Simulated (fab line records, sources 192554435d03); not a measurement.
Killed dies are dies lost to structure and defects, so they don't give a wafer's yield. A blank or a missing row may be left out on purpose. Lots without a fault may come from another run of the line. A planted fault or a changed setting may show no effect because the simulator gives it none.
Which tool did it? | flow n5_finfet | 8 lots, 24 wafers sampled, at 7 steps of a route of 1938

WHAT THE GAUGES READ, wafer by wafer
N5_FIN_SAQP_CD_MEAS_31: target cd 8 nm. Usual: cd_nm 8.07 nm, standard deviation 0.21.
lot  | measured    | on        | cd_nm (nm)     | flag
L441 | day 3 13:38 | cd_sem-02 | 7.92 8.16 7.82 |
L443 | day 4 01:49 | cd_sem-03 | - - -          | OFF
L444 | day 4 09:43 | cd_sem-03 | - - -          | OFF
L445 | day 4 14:09 | cd_sem-03 | - - -          | OFF
L447 | day 5 05:21 | cd_sem-01 | 8.01 7.95 8.10 |
L451 | day 6 03:11 | cd_sem-01 | 8.03 8.36 7.92 |
L452 | day 6 08:25 | cd_sem-03 | 7.77 7.93 8.01 |
L458 | day 7 19:40 | cd_sem-03 | 8.16 8.03 7.70 |

N5_BEOL_M4_RC_MEAS_101. Usual: DIBL_N 35.8 mV/V, standard deviation 1.6; DIBL_P 36.0 mV/V, standard deviation 1.9; IOFF_N 0.151 nA/um, standard deviation 0.029; IOFF_P 0.21 nA/um, standard deviation 0.037; ION_N 673 uA/um, standard deviation 12; ION_P 463 uA/um, standard deviation 7.3; SS_N 71.5 mV/dec, standard deviation 0.58; SS_P 73.2 mV/dec, standard deviation 0.61; VT_N 251 mV, standard deviation 3.3; VT_P -250 mV, standard deviation 3.3.
lot  | measured     | on        | DIBL_N (mV/V)  | DIBL_P (mV/V)  | IOFF_N (nA/um)    | IOFF_P (nA/um) | ION_N (uA/um) | ION_P (uA/um) | SS_N (mV/dec)  | SS_P (mV/dec)  | VT_N (mV)   | VT_P (mV)      | flag
L441 | day 9 13:09  | prober-02 | 36.1 37.2 37.6 | 36.8 37.7 38.2 | 0.167 0.183 0.205 | 0.26 0.29 0.31 | 682 678 691   | 469 469 478   | 71.8 71.8 72.7 | 73.0 73.2 73.7 | 248 248 246 | -249 -244 -241 |
L447 | day 11 09:23 | prober-02 | 34.1 35.6 34.4 | 33.3 35.7 35.0 | 0.110 0.138 0.121 | 0.15 0.17 0.17 | 647 674 664   | 447 459 455   | 71.5 71.9 70.9 | 72.4 73.0 73.3 | 252 251 253 | -255 -252 -253 |
L451 | day 12 14:29 | prober-02 | 35.2 38.9 35.8 | 33.6 39.2 35.5 | 0.151 0.229 0.163 | 0.21 0.31 0.24 | 688 695 678   | 470 476 470   | 71.8 71.9 72.0 | 73.0 74.0 73.4 | 250 244 248 | -247 -245 -246 |
L452 | day 12 13:26 | prober-01 | 33.5 34.4 33.5 | 33.6 34.1 32.7 | 0.129 0.130 0.115 | 0.17 0.18 0.17 | 672 676 656   | 457 465 456   | 70.5 70.6 70.9 | 72.7 72.7 72.2 | 254 253 255 | -252 -252 -252 |
L458 | day 14 02:34 | prober-01 | 34.7 35.3 34.8 | 35.1 36.0 35.4 | 0.136 0.142 0.128 | 0.19 0.21 0.20 | 671 664 660   | 457 459 456   | 70.9 71.9 71.4 | 72.2 73.1 72.6 | 252 252 254 | -252 -251 -253 |

WHICH TOOL RAN EACH LOT (tool, then ch and the chambers of the sampled wafers, then the start)
lot  | N5_FIN_SAQP_SPACER1_ALD_24       | N5_FIN_SAQP_SPACER2_ETCHBACK_29   | N5_FIN_SAQP_MANDREL2_REMOVE_60  | N5_FIN_SAQP_ETCH_34               | N5_FIN_SAQP_STRIP_77
L441 | ald_sin-01 ch 1,2, day 3 10:59   | rie_diel-02 ch 0,1,3, day 3 13:25 | rie_si-02 ch 0,1,2, day 3 13:31 | rie_diel-02 ch 0,2,3, day 3 13:46 | rie_diel-02 ch 0,2,3, day 3 13:47
L443 | ald_sin-01 ch 1,3, day 3 23:14   | rie_diel-02 ch 0,3, day 4 01:37   | rie_si-02 ch 0,1,3, day 4 01:42 | rie_diel-04 ch 0,1,2, day 4 02:19 | rie_diel-04 ch 0,1,2, day 4 02:20
L444 | ald_sin-01 ch 0,1,3, day 4 06:41 | rie_diel-04 ch 1,2, day 4 09:31   | rie_si-02 ch 0,3, day 4 09:36   | rie_diel-04 ch 0,1, day 4 09:50   | rie_diel-04 ch 0,1, day 4 09:51
L445 | ald_sin-04 ch 0,1,3, day 4 11:38 | rie_diel-04 ch 0,1,2, day 4 13:58 | rie_si-02 ch 0,2,3, day 4 14:02 | rie_diel-03 ch 0,1,3, day 4 14:16 | rie_diel-03 ch 0,1,3, day 4 14:17
L447 | ald_sin-02 ch 2,3, day 4 23:56   | rie_diel-04 ch 1,2, day 5 05:10   | rie_si-02 ch 0,2,3, day 5 05:14 | rie_diel-04 ch 0,2, day 5 05:28   | rie_diel-04 ch 0,2, day 5 05:29
L451 | ald_sin-01 ch 0,2, day 6 00:09   | rie_diel-04 ch 1,3, day 6 02:59   | rie_si-03 ch 0,1,3, day 6 03:05 | rie_diel-03 ch 2,3, day 6 03:26   | rie_diel-03 ch 2,3, day 6 03:28
L452 | ald_sin-04 ch 0,2,3, day 6 04:49 | rie_diel-04 ch 0,1,3, day 6 08:13 | rie_si-02 ch 0,1,2, day 6 08:18 | rie_diel-02 ch 0,1, day 6 08:35   | rie_diel-02 ch 0,1, day 6 08:36
L458 | ald_sin-01 ch 0,3, day 7 17:02   | rie_diel-04 ch 0,1,3, day 7 19:28 | rie_si-02 ch 0,1,2, day 7 19:34 | rie_diel-04 ch 0,1,2, day 7 19:57 | rie_diel-04 ch 0,1,2, day 7 19:58
- N5_FIN_SAQP_SPACER1_ALD_24: deposits SiO2, target thk 20.3 nm, pulse time 1 s, purge time 2 s.
- N5_FIN_SAQP_SPACER2_ETCHBACK_29: etches SiO2 in CHF3/O2, target depth 12.2 nm, time 6.1 s.
- N5_FIN_SAQP_MANDREL2_REMOVE_60: chemistry HBr/Cl2/O2, target a-Si, stops on SiNx, bt time 10 s.
- N5_FIN_SAQP_ETCH_34: etches SiO2 in C4F6/O2, target depth 45 nm, time 15 s.
- N5_FIN_SAQP_STRIP_77: strips in N2/H2, time 90 s.

WHAT THE TOOLS THEMSELVES READ (means of the sampled wafers that have a number; where no wafer has one, the mark that the record gives instead)
N5_FIN_SAQP_SPACER1_ALD_24. Usual: heater_power_w 507 W, standard deviation 59; precursor_pulse_height_rel 1.001, standard deviation 0.02.
lot  | tool       | heater_power_w (W) | precursor_pulse_height_rel | flag
L441 | ald_sin-01 | 495                | 0.985                      |
L443 | ald_sin-01 | 515                | 0.983                      |
L444 | ald_sin-01 | 512                | 0.986                      |
L445 | ald_sin-04 | 497                | 1.009                      |
L447 | ald_sin-02 | 446                | 0.989                      |
L451 | ald_sin-01 | 504                | 1.002                      |
L452 | ald_sin-04 | 559                | 1.014                      |
L458 | ald_sin-01 | 511                | 1.015                      |

N5_FIN_SAQP_SPACER2_ETCHBACK_29. Usual: CHF3_flow_sccm 49.97 sccm, standard deviation 0.16; O2_flow_sccm 5.001 sccm, standard deviation 0.015; drypump_motor_current_A 5.8 A, standard deviation 0.5; oes_product_au 0.76 a.u., standard deviation 0.074; rf_vpp_V 528 V, standard deviation 12; showerhead_plenum_p_Torr 2.39 Torr, standard deviation 0.083; throttle_valve_pct 18.88 %, standard deviation 0.22.
lot  | tool        | CHF3_flow_sccm (sccm) | O2_flow_sccm (sccm) | drypump_motor_current_A (A) | oes_product_au (a.u.) | rf_vpp_V (V) | showerhead_plenum_p_Torr (Torr) | throttle_valve_pct (%) | flag
L441 | rie_diel-02 | 49.98                 | 4.998               | 5.7                         | 0.76                  | 534          | 2.41                            | 18.80                  |
L443 | rie_diel-02 | -                     | -                   | -                           | -                     | -            | -                               | -                      | OFF
L444 | rie_diel-04 | -                     | -                   | -                           | -                     | -            | -                               | -                      | OFF
L445 | rie_diel-04 | -                     | -                   | -                           | -                     | -            | -                               | -                      | OFF
L447 | rie_diel-04 | 50.01                 | 4.994               | 6.1                         | 0.70                  | 515          | 2.35                            | 18.88                  |
L451 | rie_diel-04 | 49.90                 | 4.998               | 6.4                         | 0.85                  | 531          | 2.45                            | 18.92                  |
L452 | rie_diel-04 | 50.06                 | 5.003               | 6.5                         | 0.77                  | 529          | 2.38                            | 19.01                  |
L458 | rie_diel-04 | 50.03                 | 4.984               | 6.5                         | 0.75                  | 529          | 2.37                            | 19.03                  |

N5_FIN_SAQP_MANDREL2_REMOVE_60. Usual: drypump_motor_current_A 5.9 A, standard deviation 0.4; oes_product_au 0.998 a.u., standard deviation 0.019; throttle_valve_pct 36.7 %, standard deviation 0.35.
lot  | tool      | drypump_motor_current_A (A) | oes_product_au (a.u.) | throttle_valve_pct (%) | flag
L441 | rie_si-02 | 5.9                         | 1.008                 | 36.7                   |
L443 | rie_si-02 | 6.2                         | 0.371                 | 36.6                   | OFF
L444 | rie_si-02 | 6.3                         | 0.370                 | 36.8                   | OFF
L445 | rie_si-02 | 6.1                         | 0.377                 | 36.9                   | OFF
L447 | rie_si-02 | 6.0                         | 0.995                 | 36.9                   |
L451 | rie_si-03 | 5.6                         | 1.016                 | 36.7                   |
L452 | rie_si-02 | 5.9                         | 0.999                 | 36.7                   |
L458 | rie_si-02 | 5.9                         | 1.006                 | 36.7                   |

N5_FIN_SAQP_ETCH_34. Usual: drypump_motor_current_A 5.8 A, standard deviation 0.49; etch_rf_on_time_s 14.90 s, standard deviation 0.24; oes_product_au 0.65 a.u., standard deviation 0.063; rf_vpp_V 669 V, standard deviation 16; showerhead_plenum_p_Torr 2.82 Torr, standard deviation 0.096; throttle_valve_pct 21.05 %, standard deviation 0.25.
lot  | tool        | drypump_motor_current_A (A) | etch_rf_on_time_s (s) | oes_product_au (a.u.) | rf_vpp_V (V) | showerhead_plenum_p_Torr (Torr) | throttle_valve_pct (%) | flag
L441 | rie_diel-02 | 5.4                         | 15.02                 | 0.63                  | 669          | 2.84                            | 21.06                  |
L443 | rie_diel-04 | 6.2                         | 15.14                 | 0.60                  | 666          | 2.74                            | 21.11                  |
L444 | rie_diel-04 | 6.4                         | 14.83                 | 0.60                  | 658          | 2.77                            | 21.05                  |
L445 | rie_diel-03 | 5.5                         | 14.89                 | 0.68                  | 658          | 2.81                            | 20.93                  |
L447 | rie_diel-04 | 6.0                         | 14.96                 | 0.61                  | 673          | 2.70                            | 21.18                  |
L451 | rie_diel-03 | 5.6                         | 15.13                 | 0.64                  | 647          | 2.76                            | 21.16                  |
L452 | rie_diel-02 | 5.6                         | 14.85                 | 0.63                  | 677          | 2.79                            | 20.86                  |
L458 | rie_diel-04 | 6.2                         | 15.12                 | 0.59                  | 665          | 2.72                            | 21.16                  |

N5_FIN_SAQP_STRIP_77. Usual: drypump_motor_current_A 5.8 A, standard deviation 0.49; oes_product_au 0.76 a.u., standard deviation 0.076; rf_vpp_V 45.3 V, standard deviation 0.84; showerhead_plenum_p_Torr 3.35 Torr, standard deviation 0.11; throttle_valve_pct 12.25 %, standard deviation 0.27.
lot  | tool        | drypump_motor_current_A (A) | oes_product_au (a.u.) | rf_vpp_V (V) | showerhead_plenum_p_Torr (Torr) | throttle_valve_pct (%) | flag
L441 | rie_diel-02 | 5.4                         | 0.75                  | 45.5         | 3.37                            | 12.26                  |
L443 | rie_diel-04 | 6.2                         | 0.72                  | 45.2         | 3.27                            | 12.37                  |
L444 | rie_diel-04 | 6.4                         | 0.69                  | 45.9         | 3.30                            | 12.33                  |
L445 | rie_diel-03 | 5.6                         | 0.79                  | 45.0         | 3.34                            | 12.17                  |
L447 | rie_diel-04 | 6.0                         | 0.73                  | 44.7         | 3.23                            | 12.44                  |
L451 | rie_diel-03 | 5.6                         | 0.74                  | 45.2         | 3.25                            | 12.30                  |
L452 | rie_diel-02 | 5.6                         | 0.72                  | 45.2         | 3.30                            | 12.13                  |
L458 | rie_diel-04 | 6.2                         | 0.68                  | 45.3         | 3.25                            | 12.45                  |

THE ANSWER, worked out from the rows above alone
Rule: a lot is off if the mean of its wafers that have a number lies more than 3 standard deviations from the usual mean. A lot without any number at a reading at which 4 lots or more have one is off too. The other lots that the step has rows for count as sound. The gauges are gone through in route order, then the tools' own readings, and for those a lot's mean is taken as printed above. The first step at which some lot is off is used, and at that step the reading that is off furthest; a lot without a number counts as furthest.
Off: L443, L444, L445, at N5_FIN_SAQP_CD_MEAS_31 (cd_nm). Without a number there: L443, L444, L445.
A tool fits if, at a process step before that reading, it ran every lot that is off, and no sound lot after the first of them. The gauges at N5_FIN_SAQP_CD_MEAS_31 aren't tried: what is off there is off at N5_FIN_SAQP_SPACER2_ETCHBACK_29 too, on other tools, and a gauge's error can't cause that. None of those tried fits.

WHAT THE SIMULATOR HAD PUT IN
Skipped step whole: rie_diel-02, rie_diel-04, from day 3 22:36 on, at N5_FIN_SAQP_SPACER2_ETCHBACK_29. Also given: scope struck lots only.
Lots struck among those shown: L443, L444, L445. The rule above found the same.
